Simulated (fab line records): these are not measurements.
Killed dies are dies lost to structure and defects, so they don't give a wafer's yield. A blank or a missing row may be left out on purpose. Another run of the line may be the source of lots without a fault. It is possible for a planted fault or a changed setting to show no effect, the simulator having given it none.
fab line records	flow nand_harc
record lots=24	wafers=72	last_day=34
route steps=1302 shown A_WL_FILL@954 A_CONTACT@1010
lots that met no fault: from a run of the same line without faults
start_h: start of the lot's first displayed wafer, in hours after the record's first day	wait_h: hours from the lot's prior step to this one	" the same as in the row above	L1.1+2: a row that stands for several wafers	- no value present, or no start provided	* or withheld: withheld	< > ~ a bound
route shown NAME@n: names a module that has steps shown in the file, with the first one's number in the route	usual: mean/standard deviation of fault-free wafers	same: alike in all rows	chamber/n: place in a boat	sites: each site's reading	_std_site: standard deviation across them	_edge_site: the outer-site mean with the inner-site mean subtracted	radius_mm: how far each site lies from the wafer's centre	mask NAME#n: copy n	behind: tool/chamber where the wafer was last shaped	hold: why the lot was held/for how many hours/how that ended	device: the transistor (n, p or np) that didn't switch	end of line: tests of these same wafers at the route's end	where a step has no rows: the recipe by itself	killed: dies that structure and defects cost at the first sort, which is not the same as the wafer's yield	map: shows each die of a wafer: x if killed, . if not, _ if none is there
set.NAME: the setting that was run; set.NAME@STEP: the one run at that earlier step	model.NAME: the simulator's own value behind a step, which no gauge read
a sample of lots followed through the steps of the route, with each step as a table and each wafer as a row
services: when a tool's chamber went out of use (start_h, in hours from the record's first day, below 0 if earlier), for how many hours, and the reason
## steps
# step NHARC_A_WL_FILL_ALD_02
# recipe target_thk_a=20	pulse_time_s=3	ald_cycles=100	temp_c=450	material=TiN
# usual heater_power_w=1037/73	precursor_pulse_height_rel=1.003/0.018
lot.wafer	tool	chamber	start_h	wait_h	heater_power_w	precursor_pulse_height_rel
L074.3	ald_metal-02	1	460.33	0.2	1020	0.999
L074.5	"	2	"	"	966	1.004
L074.6	"	3	"	"	977	0.991
L076.2	ald_metal-02	2	474.27	0.2	986	0.983
L076.3	"	0	"	"	995	1.006
L076.6	"	1	"	"	1044	1.040
L075.2	ald_metal-02	1	476.69	0.2	1010	0.990
L075.5	"	3	"	"	965	1.009
L075.6	"	0	"	"	1013	0.998
L077.2	ald_metal-04	3	487.65	0.2	1024	0.963
L077.5	"	2	"	"	1016	0.988
L077.6	"	3	"	"	1011	1.013
L078.4	ald_metal-03	0	503.71	0.1	891	1.019
L078.1	"	3	"	"	1065	0.983
L078.6	"	1	"	"	1120	0.987
L079.3	ald_metal-02	0	503.79	0.2	1004	0.982
L079.1	"	2	"	"	978	1.022
L079.5	"	3	"	"	965	0.989
L080.3	ald_metal-03	3	526.67	0.1	1120	0.989
L080.2	"	0	"	"	910	1.009
L080.1	"	1	"	"	1126	0.985
L081.3	ald_metal-04	2	538.28	0.1	1021	1.013
L081.1	"	0	"	"	1031	1.027
L081.6	"	3	"	"	1065	0.999
L083.2	ald_metal-03	3	542.69	0.2	1092	1.004
L083.4	"	0	"	"	931	0.997
L083.5	"	3	"	"	1084	1.029
L082.2	ald_metal-04	1	546.60	0.3	1101	0.997
L082.4	"	2	"	"	1034	0.998
L082.6	"	0	"	"	1013	0.977
L085.4	ald_metal-03	1	554.95	0.1	1096	0.979
L085.2	"	2	"	"	1074	1.031
L085.3	"	3	"	"	1099	1.004
L084.1	ald_metal-03	0	557.09	0.2	878	0.981
L084.2	"	1	"	"	1123	1.010
L084.4	"	2	"	"	1085	1.004
L086.2	ald_metal-02	2	557.30	0.2	986	0.995
L086.4	"	3	"	"	995	0.981
L086.5	"	1	"	"	1041	1.016
L089.1	ald_metal-02	3	607.28	0.2	985	1.012
L089.2	"	0	"	"	1012	1.014
L089.5	"	2	"	"	998	1.004
L087.2	ald_metal-02	2	609.87	0.2	958	0.998
L087.3	"	3	"	"	992	1.021
L087.1	"	0	"	"	1034	1.012
L090.2	ald_metal-04	3	622.13	0.2	1057	1.005
L090.6	"	3	"	"	1038	0.986
L090.5	"	0	"	"	1016	1.022
L088.1	ald_metal-03	2	622.31	0.2	1134	1.029
L088.3	"	3	"	"	1117	1.026
L088.2	"	1	"	"	1174	1.006
L091.1	ald_metal-04	3	634.88	0.3	1055	0.989
L091.3	"	0	"	"	1038	0.999
L091.5	"	2	"	"	1048	0.999
L093.3	ald_metal-03	0	634.97	0.1	900	1.014
L093.2	"	3	"	"	1105	1.015
L093.5	"	1	"	"	1184	1.004
L092.1	ald_metal-03	3	652.35	0.2	1099	1.005
L092.4	"	1	"	"	1199	0.984
L092.6	"	2	"	"	1094	1.002
L094.4	ald_metal-02	0	658.13	0.1	977	0.992
L094.3	"	2	"	"	1029	0.998
L094.6	"	0	"	"	992	1.050
L095.1	ald_metal-02	3	667.41	0.2	982	1.001
L095.4	"	0	"	"	1006	1.008
L095.5	"	2	"	"	1018	1.032
L097.4	ald_metal-04	2	691.34	0.1	975	1.011
L097.3	"	1	"	"	1176	1.031
L097.6	"	2	"	"	985	1.037
L096.3	ald_metal-03	1	724.26	0.1	1183	1.012
L096.2	"	0	"	"	900	0.985
L096.6	"	2	"	"	1139	0.981
# step NHARC_A_WL_FILL_ETCHBACK_17
# recipe target_depth_a=40	time_s=26.7	chemistry=Cl2/BCl3
# usual drypump_motor_current_A=5.4/0.44	oes_product_au=1.000/0.008
lot.wafer	tool	chamber	start_h	wait_h	drypump_motor_current_A	oes_product_au	rf_hours_counter_h
L074.3	rie_metal-01	1	472.37	-	4.7	0.991	-
L074.5	"	0	"	"	4.9	0.986	-
L074.6	"	1	"	"	4.7	1.000	-
L075.2	rie_metal-01	1	485.61	-	4.7	1.007	1.2
L075.6	"	1	"	"	4.7	0.995	-
L075.5	"	0	"	"	4.9	0.983	-
L076.2	rie_metal-03	1	485.71	-	5.5	1.023	2.7
L076.3	"	1	"	"	5.5	1.012	-
L076.6	"	0	"	"	5.8	1.016	-
L077.2	rie_metal-02	1	498.55	-	5.7	0.998	-
L077.5	"	1	"	"	5.7	1.012	-
L077.6	"	1	"	"	5.7	0.991	-
L079.1	rie_metal-03	1	514.60	-	5.4	0.999	3.2
L079.3	"	1	"	"	5.5	1.003	-
L079.5	"	1	"	"	5.4	1.002	-
L078.1	rie_metal-02	1	514.65	-	5.6	0.993	1.2
L078.4	"	1	"	"	5.6	0.992	-
L078.6	"	1	"	"	5.7	0.994	-
L080.1	rie_metal-03	1	541.14	-	5.4	0.999	0.2
L080.2	"	0	"	"	5.8	1.000	0.2
L080.3	"	0	"	"	5.8	1.009	-
L081.1	rie_metal-01	1	551.41	-	4.7	1.011	2.6
L081.3	"	1	"	"	4.7	0.995	-
L081.6	"	0	"	"	4.9	1.007	-
L083.2	rie_metal-02	1	552.28	-	5.6	0.988	2.0
L083.4	"	0	"	"	5.9	0.999	-
L083.5	"	1	"	"	5.6	0.999	-
L082.2	rie_metal-02	1	564.01	-	5.6	0.988	2.3
L082.4	"	0	"	"	5.9	0.987	-
L082.6	"	1	"	"	5.6	0.991	-
L085.2	rie_metal-03	0	566.25	-	5.8	1.006	1.0
L085.3	"	1	"	"	5.4	1.013	-
L085.4	"	0	"	"	5.8	0.999	-
L084.2	rie_metal-01	0	566.32	-	4.9	1.001	3.1
L084.1	"	1	"	"	4.7	1.010	3.1
L084.4	"	0	"	"	4.9	0.996	-
L086.2	rie_metal-02	0	567.10	-	5.9	1.002	1.7
L086.4	"	1	"	"	5.7	0.996	-
L086.5	"	0	"	"	6.0	1.009	-
L089.2	rie_metal-03	0	622.93	-	5.8	0.994	1.5
L089.1	"	1	"	"	5.5	0.991	1.5
L089.5	"	0	"	"	5.8	0.992	-
L087.2	rie_metal-02	1	623.04	-	5.6	0.983	2.9
L087.1	"	0	"	"	5.9	1.002	2.2
L087.3	"	1	"	"	5.6	0.991	-
L088.2	rie_metal-01	1	633.18	-	4.7	1.004	0.7
L088.1	"	0	"	"	4.9	1.001	0.7
L088.3	"	1	"	"	4.7	1.007	-
L090.2	rie_metal-03	0	633.26	-	5.8	0.993	1.8
L090.6	"	1	"	"	5.5	1.003	-
L090.5	"	0	"	"	5.8	0.998	-
L091.1	rie_metal-02	1	646.03	-	5.6	0.986	0.2
L091.3	"	1	"	"	5.6	0.997	-
L091.5	"	1	"	"	5.6	0.986	-
L093.2	rie_metal-01	0	646.14	-	5.0	1.013	1.4
L093.3	"	1	"	"	4.7	1.007	-
L093.5	"	0	"	"	5.0	1.002	-
L092.1	rie_metal-01	1	663.25	-	4.7	0.993	1.5
L092.4	"	0	"	"	5.0	1.003	-
L092.6	"	1	"	"	4.7	1.005	-
L094.3	rie_metal-02	1	669.64	-	5.6	1.006	-
L094.4	"	0	"	"	6.0	1.014	-
L094.6	"	0	"	"	6.0	1.019	-
L095.1	rie_metal-01	1	681.13	-	4.7	1.009	1.5
L095.4	"	0	"	"	4.9	0.998	-
L095.5	"	0	"	"	4.9	0.987	-
L097.4	rie_metal-02	1	703.42	-	5.6	1.005	-
L097.3	"	0	"	"	5.9	1.018	-
L097.6	"	0	"	"	6.0	1.007	-
L096.2	rie_metal-03	1	737.97	-	5.5	0.999	0.7
L096.3	"	1	"	"	5.5	0.997	-
L096.6	"	0	"	"	5.8	0.992	-
# step NHARC_A_CONTACT_ETCH_116
# recipe source_w=withheld	pressure_mtorr=20	bias_v=3000	time_s=190	target_depth_a=18500	ar_flow_sccm=withheld	c4f8_flow_sccm=withheld	o2_flow_sccm=withheld	chemistry=C4F8/O2/Ar
lot.wafer	tool	chamber	start_h	wait_h	rf_hours_counter_h
L074.3	har_cap_etch-03	0	487.51	0.1	-
L074.6	"	0	"	"	-
L074.5	"	1	"	"	-
L076.2	har_cap_etch-03	0	501.44	0.1	40
L076.3	"	0	"	"	-
L076.6	"	1	"	"	-
L075.2	har_cap_etch-02	1	503.56	0.1	90
L075.5	"	1	"	"	-
L075.6	"	0	"	"	-
L077.2	har_cap_etch-03	0	514.14	0.2	44
L077.6	"	1	"	"	-
L077.5	"	0	"	"	-
L078.1	har_cap_etch-01	0	529.72	0.1	2
L078.4	"	0	"	"	-
L078.6	"	1	"	"	-
L079.1	har_cap_etch-02	0	529.97	0.1	97
L079.3	"	1	"	"	-
L079.5	"	0	"	"	-
L080.1	har_cap_etch-02	1	556.75	0.2	101
L080.2	"	0	"	"	101
L080.3	"	0	"	"	-
L083.2	har_cap_etch-03	0	566.61	0.1	50
L083.4	"	0	"	"	-
L083.5	"	1	"	"	-
L081.1	har_cap_etch-01	1	571.89	0.1	8
L081.3	"	1	"	"	-
L081.6	"	0	"	"	-
L085.2	har_cap_etch-02	0	579.70	0.1	105
L085.4	"	1	"	"	-
L085.3	"	0	"	"	-
L082.2	har_cap_etch-01	1	581.59	0.1	10
L082.4	"	1	"	"	-
L082.6	"	1	"	"	-
L084.2	har_cap_etch-03	0	582.46	0.2	54
L084.1	"	1	"	"	54
L084.4	"	1	"	"	-
L086.2	har_cap_etch-01	0	585.93	0.1	12
L086.4	"	1	"	"	-
L086.5	"	0	"	"	-
L087.2	har_cap_etch-02	1	638.00	0.2	115
L087.1	"	0	"	"	115
L087.3	"	1	"	"	-
L089.2	har_cap_etch-03	1	638.71	0.1	63
L089.1	"	0	"	"	63
L089.5	"	0	"	"	-
L088.2	har_cap_etch-01	1	648.97	0.1	19
L088.1	"	0	"	"	19
L088.3	"	0	"	"	-
L090.2	har_cap_etch-03	0	650.59	0.1	65
L090.6	"	0	"	"	-
L090.5	"	1	"	"	-
L093.2	har_cap_etch-01	1	661.86	0.1	23
L093.3	"	1	"	"	-
L093.5	"	1	"	"	-
L091.1	har_cap_etch-02	0	663.23	0.2	121
L091.3	"	1	"	"	-
L091.5	"	1	"	"	-
L092.1	har_cap_etch-01	1	684.91	0.1	29
L092.4	"	0	"	"	-
L092.6	"	0	"	"	-
L094.3	har_cap_etch-02	0	687.24	0.2	-
L094.4	"	1	"	"	-
L094.6	"	1	"	"	-
L095.1	har_cap_etch-03	1	698.08	0.1	74
L095.4	"	1	"	"	-
L095.5	"	0	"	"	-
L097.3	har_cap_etch-03	0	718.32	0.1	-
L097.4	"	1	"	"	-
L097.6	"	1	"	"	-
L096.2	har_cap_etch-03	1	757.10	0.1	83
L096.3	"	1	"	"	-
L096.6	"	1	"	"	-
# step NHARC_A_CONTACT_ETCH_90
# recipe target_depth_a=400	over_etch_frac=0.5	time_s=85.7	ion_energy_ev=120	ch3f_flow_sccm=50	o2_flow_sccm=30	ar_flow_sccm=200	rf_w=500	bias_w=100	chemistry=CH3F/O2
# usual drypump_motor_current_A=5.9/0.39	oes_product_au=0.96/0.035	rf_vpp_V=244.6/1.5	showerhead_plenum_p_Torr=2.48/0.085	throttle_valve_pct=20.663/0.0083
lot.wafer	tool	chamber	start_h	wait_h	drypump_motor_current_A	oes_product_au	rf_hours_counter_h	rf_vpp_V	showerhead_plenum_p_Torr	throttle_valve_pct
L074.3	rie_diel-12	3	489.65	0.7	6.1	0.99	12	243.8	2.38	20.647
L074.6	"	2	"	"	5.5	0.99	-	244.4	2.52	20.667
L074.5	"	0	"	"	5.0	0.99	-	243.7	2.39	20.661
L076.2	rie_diel-07	1	503.65	0.9	5.9	1.01	5	245.6	2.55	20.675
L076.3	"	2	"	"	6.1	1.00	5	244.3	2.49	20.677
L076.6	"	0	"	"	6.3	1.01	-	242.7	2.35	20.660
L075.2	rie_diel-07	2	505.75	0.9	6.1	0.93	5	245.1	2.49	20.662
L075.5	"	1	"	"	5.9	0.93	-	247.1	2.55	20.665
L075.6	"	2	"	"	6.1	0.94	-	243.3	2.49	20.660
L077.2	rie_diel-11	3	516.86	0.9	5.0	0.92	29	244.8	2.42	20.664
L077.5	"	3	"	"	5.0	0.91	-	243.7	2.42	20.667
L077.6	"	0	"	"	6.3	0.93	-	245.7	2.52	20.656
L078.4	rie_diel-07	3	531.86	0.6	5.6	0.93	9	246.2	2.58	20.662
L078.1	"	2	"	"	6.1	0.94	9	244.0	2.49	20.668
L078.6	"	3	"	"	5.6	0.93	-	244.8	2.58	20.662
L079.1	rie_diel-07	3	532.11	0.8	5.6	0.99	9	247.5	2.58	20.660
L079.3	"	1	"	"	5.9	0.98	9	246.4	2.55	20.688
L079.5	"	0	"	"	6.3	0.98	-	243.1	2.34	20.673
L080.2	rie_diel-11	3	559.52	0.9	5.0	0.93	43	242.8	2.42	20.657
L080.1	"	0	"	"	6.3	0.93	44	244.9	2.51	20.666
L080.3	"	1	"	"	6.2	0.92	47	244.9	2.54	20.663
L083.4	rie_diel-07	3	568.78	0.7	5.6	0.94	14	247.5	2.58	20.654
L083.2	"	0	"	"	6.3	0.94	14	241.5	2.34	20.663
L083.5	"	2	"	"	6.1	0.96	-	245.6	2.49	20.668
L081.3	rie_diel-07	0	574.06	0.7	6.3	0.99	14	243.5	2.34	20.653
L081.1	"	3	"	"	5.6	1.00	15	246.0	2.58	20.653
L081.6	"	1	"	"	5.9	1.00	-	245.0	2.55	20.661
L085.2	rie_diel-07	0	581.85	0.8	6.3	0.98	16	242.3	2.34	20.678
L085.3	"	2	"	"	6.1	0.97	15	245.7	2.49	20.660
L085.4	"	3	"	"	5.6	0.98	16	246.7	2.58	20.658
L082.2	rie_diel-11	2	583.72	0.8	6.1	0.93	54	245.6	2.50	20.665
L082.4	"	1	"	"	6.1	0.93	58	245.5	2.54	20.654
L082.6	"	3	"	"	5.0	0.93	-	242.7	2.41	20.666
L084.2	rie_diel-11	0	585.22	1.0	6.3	0.93	56	245.0	2.51	20.676
L084.1	"	2	"	"	6.1	0.93	54	244.1	2.50	20.666
L084.4	"	3	"	"	5.0	0.93	49	243.3	2.41	20.656
L086.4	rie_diel-07	1	588.59	1.2	5.9	1.00	17	245.0	2.54	20.668
L086.2	"	2	"	"	6.1	1.00	18	244.5	2.49	20.666
L086.5	"	0	"	"	6.3	1.00	-	242.4	2.34	20.662
L087.2	rie_diel-07	1	640.75	1.0	5.9	0.93	22	246.0	2.54	20.655
L087.3	"	2	"	"	6.1	0.93	24	244.8	2.48	20.672
L087.1	"	0	"	"	6.3	0.93	23	242.7	2.34	20.671
L089.1	rie_diel-07	2	640.89	0.8	6.1	1.00	24	244.9	2.48	20.663
L089.2	"	0	"	"	6.3	1.00	23	242.2	2.34	20.669
L089.5	"	2	"	"	6.1	1.00	-	244.8	2.48	20.665
L088.3	rie_diel-12	2	651.15	0.6	5.4	1.01	7	244.7	2.50	20.677
L088.2	"	3	"	"	6.1	1.00	8	243.5	2.36	20.664
L088.1	"	0	"	"	5.0	1.00	9	242.8	2.37	20.653
L090.2	rie_diel-11	1	652.82	1.0	6.2	0.93	15	247.5	2.52	20.650
L090.6	"	1	"	"	6.2	0.93	-	246.7	2.52	20.659
L090.5	"	2	"	"	6.1	0.93	-	245.3	2.49	20.674
L093.3	rie_diel-07	1	664.03	0.7	5.9	1.01	1	245.8	2.54	20.667
L093.2	"	2	"	"	6.1	0.99	1	243.4	2.48	20.677
L093.5	"	0	"	"	6.3	0.99	-	241.4	2.34	20.661
L091.3	rie_diel-07	0	665.97	0.8	6.3	0.99	1	244.9	2.34	20.650
L091.1	"	2	"	"	6.1	0.99	1	245.7	2.48	20.663
L091.5	"	0	"	"	6.3	0.99	-	241.7	2.34	20.676
L092.4	rie_diel-12	0	687.09	0.6	5.0	1.01	21	241.8	2.36	20.666
L092.1	"	2	"	"	5.4	1.00	19	245.6	2.50	20.664
L092.6	"	0	"	"	5.0	1.00	-	242.9	2.36	20.657
L094.4	rie_diel-07	3	689.91	0.7	5.6	0.93	5	246.2	2.57	20.662
L094.3	"	0	"	"	6.3	0.91	5	243.3	2.34	20.668
L094.6	"	0	"	"	6.3	0.92	-	241.2	2.34	20.658
L095.1	rie_diel-07	0	700.23	0.8	6.3	0.91	8	241.1	2.34	20.664
L095.4	"	1	"	"	5.9	0.93	7	246.2	2.54	20.660
L095.5	"	0	"	"	6.3	0.92	-	241.9	2.34	20.662
L097.4	rie_diel-07	2	720.44	0.6	6.1	0.99	10	246.2	2.48	20.662
L097.3	"	0	"	"	6.3	1.00	10	242.1	2.33	20.680
L097.6	"	2	"	"	6.1	1.00	-	244.8	2.48	20.664
L096.2	rie_diel-07	3	759.28	0.8	5.6	0.93	13	245.8	2.57	20.669
L096.3	"	0	"	"	6.3	0.91	14	242.7	2.33	20.667
L096.6	"	1	"	"	5.9	0.92	-	245.3	2.54	20.662
# step NHARC_A_CONTACT_OVL_MEAS_70
# usual overlay_x_nm=-0.3/0.88	overlay_y_nm=0.0/0.86
lot.wafer	tool	chamber	start_h	wait_h	overlay_x_nm	overlay_y_nm
L074.3	overlay-02	-	496.53	-	-0.1	0.8
L074.5	"	-	"	"	0.1	0.8
L074.6	"	-	"	"	-1.2	0.8
L076.2	overlay-01	-	508.72	-	0.7	0.1
L076.3	"	-	"	"	0.4	-0.4
L076.6	"	-	"	"	0.8	0.1
L075.2	overlay-02	-	511.35	-	0.1	0.8
L075.5	"	-	"	"	-0.1	0.5
L075.6	"	-	"	"	-0.1	0.7
L077.2	overlay-02	-	522.31	-	-1.3	0.0
L077.5	"	-	"	"	-1.7	0.1
L077.6	"	-	"	"	-1.6	0.3
L079.1	overlay-01	-	537.47	-	1.1	-0.6
L079.3	"	-	"	"	1.0	-0.8
L079.5	"	-	"	"	0.3	-0.4
L078.1	overlay-02	-	537.74	-	0.0	-1.9
L078.4	"	-	"	"	0.3	-1.8
L078.6	"	-	"	"	0.5	-2.0
L080.1	overlay-02	-	569.04	-	-0.1	-0.5
L080.2	"	-	"	"	0.5	-0.1
L080.3	"	-	"	"	-0.5	-0.8
L083.2	overlay-01	-	574.69	-	-0.8	-0.8
L083.4	"	-	"	"	-1.3	-0.3
L083.5	"	-	"	"	-1.2	-0.6
L081.1	overlay-02	-	582.20	-	0.3	-0.3
L081.3	"	-	"	"	-0.2	0.0
L081.6	"	-	"	"	0.6	-0.1
L085.2	overlay-02	-	587.27	-	0.4	-0.2
L085.3	"	-	"	"	0.2	0.1
L085.4	"	-	"	"	0.4	-0.1
L082.2	overlay-01	-	589.53	-	-0.1	0.3
L082.4	"	-	"	"	-0.3	1.1
L082.6	"	-	"	"	-0.2	0.9
L084.1	overlay-01	-	590.45	-	-0.3	1.7
L084.2	"	-	"	"	-0.4	1.8
L084.4	"	-	"	"	-0.2	1.5
L086.2	overlay-02	-	596.29	-	1.4	0.0
L086.4	"	-	"	"	0.9	-0.7
L086.5	"	-	"	"	1.5	-0.4
L089.1	overlay-02	-	647.12	-	0.1	-0.2
L089.2	"	-	"	"	-0.1	-0.2
L089.5	"	-	"	"	0.5	-0.6
L087.1	overlay-02	-	649.44	-	-1.1	-0.6
L087.2	"	-	"	"	-1.4	0.0
L087.3	"	-	"	"	-1.6	-0.4
L088.1	overlay-01	-	657.01	-	0.6	1.2
L088.2	"	-	"	"	0.1	0.0
L088.3	"	-	"	"	-0.6	0.6
L090.2	overlay-02	-	662.38	-	-1.4	-0.2
L090.5	"	-	"	"	-2.0	0.3
L090.6	"	-	"	"	-1.8	-0.4
L093.2	overlay-02	-	674.21	-	-1.1	1.4
L093.3	"	-	"	"	-0.7	1.9
L093.5	"	-	"	"	-1.1	1.8
L091.1	overlay-01	-	674.91	-	0.6	0.3
L091.3	"	-	"	"	0.4	0.0
L091.5	"	-	"	"	0.8	-0.4
L092.1	overlay-01	-	692.20	-	-1.8	0.1
L092.4	"	-	"	"	-2.1	-0.4
L092.6	"	-	"	"	-2.4	-0.6
L094.3	overlay-01	-	695.81	-	-0.6	-0.5
L094.4	"	-	"	"	-0.6	-0.5
L094.6	"	-	"	"	-0.6	-0.3
L095.1	overlay-01	-	705.36	-	0.5	-1.4
L095.4	"	-	"	"	0.3	-1.1
L095.5	"	-	"	"	0.5	-1.6
L097.3	overlay-02	-	729.32	-	-0.6	1.4
L097.4	"	-	"	"	-0.9	1.1
L097.6	"	-	"	"	-0.3	1.4
L096.2	overlay-02	-	765.00	-	-0.6	0.0
L096.3	"	-	"	"	-0.6	-0.3
L096.6	"	-	"	"	0.2	0.1
# step NHARC_A_CONTACT_ETCH_76
# recipe target_depth_a=2600	over_etch_frac=0.3	time_s=475.3	ion_energy_ev=200	n2_flow_sccm=150	h2_flow_sccm=150	ar_flow_sccm=0	rf_w=400	bias_w=150	chemistry=N2/H2
# usual drypump_motor_current_A=5.8/0.43	oes_product_au=0.998/0.0082	rf_vpp_V=430.7/2.2	showerhead_plenum_p_Torr=2.05/0.07	throttle_valve_pct=14.171/0.0084
lot.wafer	tool	chamber	start_h	wait_h	drypump_motor_current_A	oes_product_au	rf_hours_counter_h	rf_vpp_V	showerhead_plenum_p_Torr	throttle_valve_pct
L074.3	rie_diel-07	3	-	-	5.6	1.007	3	433.7	2.15	14.167
L074.5	"	3	"	"	5.6	0.999	-	432.6	2.15	14.153
L074.6	"	0	"	"	6.3	0.990	-	426.7	1.94	14.173
L076.2	rie_diel-12	1	-	-	5.5	1.001	13	430.4	2.08	14.169
L076.3	"	2	"	"	5.5	0.986	16	431.9	2.09	14.170
L076.6	"	3	"	"	6.1	0.996	-	427.2	1.97	14.179
L075.2	rie_diel-07	0	-	-	6.3	0.993	6	426.5	1.94	14.178
L075.5	"	0	"	"	6.3	0.995	-	428.3	1.94	14.167
L075.6	"	1	"	"	5.9	0.994	-	434.0	2.12	14.162
L077.2	rie_diel-07	2	-	-	6.1	0.996	7	431.1	2.07	14.180
L077.6	"	3	"	"	5.6	0.996	-	432.4	2.15	14.174
L077.5	"	0	"	"	6.3	0.998	-	427.0	1.94	14.173
L079.3	rie_diel-07	1	-	-	5.9	0.992	10	433.6	2.12	14.170
L079.1	"	2	"	"	6.1	0.990	10	430.6	2.07	14.178
L079.5	"	1	"	"	6.0	1.008	-	431.9	2.12	14.169
L078.1	rie_diel-12	2	-	-	5.5	0.991	22	432.2	2.09	14.172
L078.4	"	3	"	"	6.1	0.980	23	429.6	1.96	14.181
L078.6	"	3	"	"	6.1	0.993	-	428.7	1.96	14.154
L080.3	rie_diel-12	2	-	-	5.5	0.989	31	431.4	2.09	14.165
L080.1	"	3	"	"	6.1	0.995	33	430.0	1.96	14.179
L080.2	"	0	"	"	5.0	0.988	34	428.0	1.97	14.179
L083.2	rie_diel-11	0	-	-	6.3	1.003	51	430.8	2.09	14.176
L083.4	"	2	"	"	6.1	1.009	51	431.8	2.08	14.165
L083.5	"	3	"	"	5.0	0.990	-	429.6	2.00	14.155
L081.1	rie_diel-07	1	-	-	5.9	0.999	15	432.9	2.12	14.161
L081.3	"	2	"	"	6.1	1.014	16	431.5	2.07	14.172
L081.6	"	3	"	"	5.6	1.005	-	433.7	2.14	14.161
L085.3	rie_diel-07	2	-	-	6.1	0.995	17	429.9	2.07	14.176
L085.2	"	3	"	"	5.6	0.990	18	433.7	2.14	14.160
L085.4	"	0	"	"	6.3	0.987	18	427.2	1.94	14.166
L082.2	rie_diel-07	0	-	-	6.3	0.985	18	426.9	1.94	14.150
L082.4	"	2	"	"	6.1	1.000	18	432.0	2.06	14.187
L082.6	"	1	"	"	6.0	0.995	-	434.2	2.12	14.172
L084.1	rie_diel-12	0	-	-	5.0	1.002	44	428.5	1.96	14.161
L084.4	"	1	"	"	5.5	1.015	38	430.6	2.07	14.156
L084.2	"	2	"	"	5.4	0.991	39	431.6	2.09	14.172
L086.4	rie_diel-11	3	-	-	5.0	0.997	52	429.3	2.00	14.170
L086.2	"	1	"	"	6.2	1.010	63	434.7	2.11	14.166
L086.5	"	2	"	"	6.1	1.014	-	431.5	2.07	14.171
L089.1	rie_diel-11	3	-	-	5.0	1.003	9	429.2	1.99	14.174
L089.2	"	0	"	"	6.3	1.009	11	430.4	2.08	14.162
L089.5	"	3	"	"	5.0	0.998	-	429.9	1.99	14.175
L087.1	rie_diel-11	2	-	-	6.1	1.001	12	432.7	2.07	14.176
L087.3	"	3	"	"	5.0	0.989	11	428.6	1.99	14.162
L087.2	"	0	"	"	6.3	1.017	13	431.9	2.08	14.168
L088.3	rie_diel-11	0	-	-	6.3	0.999	16	433.1	2.08	14.160
L088.2	"	1	"	"	6.2	1.001	17	433.3	2.10	14.161
L088.1	"	2	"	"	6.1	0.999	16	431.0	2.07	14.166
L090.2	rie_diel-12	2	-	-	5.5	0.998	11	433.0	2.08	14.184
L090.6	"	0	"	"	5.0	1.021	-	427.9	1.96	14.168
L090.5	"	1	"	"	5.5	1.008	-	430.9	2.06	14.159
L093.3	rie_diel-07	0	-	-	6.3	0.986	2	426.9	1.93	14.181
L093.2	"	1	"	"	5.9	1.011	2	432.2	2.11	14.157
L093.5	"	0	"	"	6.3	0.992	-	428.1	1.93	14.162
L091.1	rie_diel-12	0	-	-	5.0	1.002	17	427.4	1.95	14.161
L091.3	"	1	"	"	5.5	1.007	15	432.0	2.06	14.165
L091.5	"	0	"	"	5.0	1.004	-	426.9	1.95	14.179
L092.1	rie_diel-07	1	-	-	6.0	1.003	6	431.7	2.11	14.184
L092.4	"	3	"	"	5.6	0.998	5	432.5	2.14	14.184
L092.6	"	1	"	"	5.9	1.006	-	432.3	2.11	14.179
L094.3	rie_diel-11	1	-	-	6.2	1.007	30	432.5	2.09	14.165
L094.4	"	3	"	"	5.0	1.004	29	428.7	1.99	14.175
L094.6	"	1	"	"	6.2	1.007	-	432.0	2.09	14.179
L095.1	rie_diel-07	3	-	-	5.6	1.003	8	433.0	2.14	14.182
L095.4	"	1	"	"	5.9	0.996	8	432.2	2.11	14.156
L095.5	"	2	"	"	6.1	0.991	-	430.8	2.06	14.172
L097.3	rie_diel-07	3	-	-	5.6	0.998	11	435.0	2.14	14.158
L097.4	"	1	"	"	5.9	0.998	10	431.9	2.11	14.176
L097.6	"	2	"	"	6.1	0.998	-	431.0	2.06	14.161
L096.3	rie_diel-07	0	-	-	6.3	0.991	15	428.3	1.93	14.177
L096.2	"	2	"	"	6.1	0.986	14	430.5	2.06	14.176
L096.6	"	0	"	"	6.3	0.988	-	426.3	1.93	14.166
## services
tool	chamber	start_h	hours	kind
rie_diel-12	-	445.50	9.0	pm
rie_metal-02	-	454.00	9.0	pm
rie_diel-07	2	467.19	5.8	repair
rie_diel-07	-	471.31	9.0	pm
rie_diel-11	2	488.06	1.5	repair
rie_metal-02	0	495.09	24.4	repair
har_cap_etch-03	-	497.54	0.5	repair
rie_diel-12	3	562.56	6.0	repair
ald_metal-03	-	568.00	10.0	pm
rie_diel-11	3	579.65	3.0	repair
ald_metal-03	1	582.58	2.8	repair
ald_metal-03	-	597.39	1.7	repair
ald_metal-02	1	600.99	22.3	repair
rie_diel-11	-	609.54	9.0	pm
rie_metal-02	-	620.23	0.6	repair
rie_diel-12	-	622.57	9.0	pm
rie_diel-07	-	648.31	9.0	pm
har_cap_etch-03	-	654.22	0.4	repair
rie_diel-11	1	673.45	4.3	repair
rie_diel-11	0	705.57	9.4	repair
rie_diel-11	2	721.15	15.0	repair
rie_diel-07	-	741.43	4.2	repair
rie_diel-11	1	742.34	9.4	repair
rie_diel-11	2	755.15	1.3	repair
## key
fault none
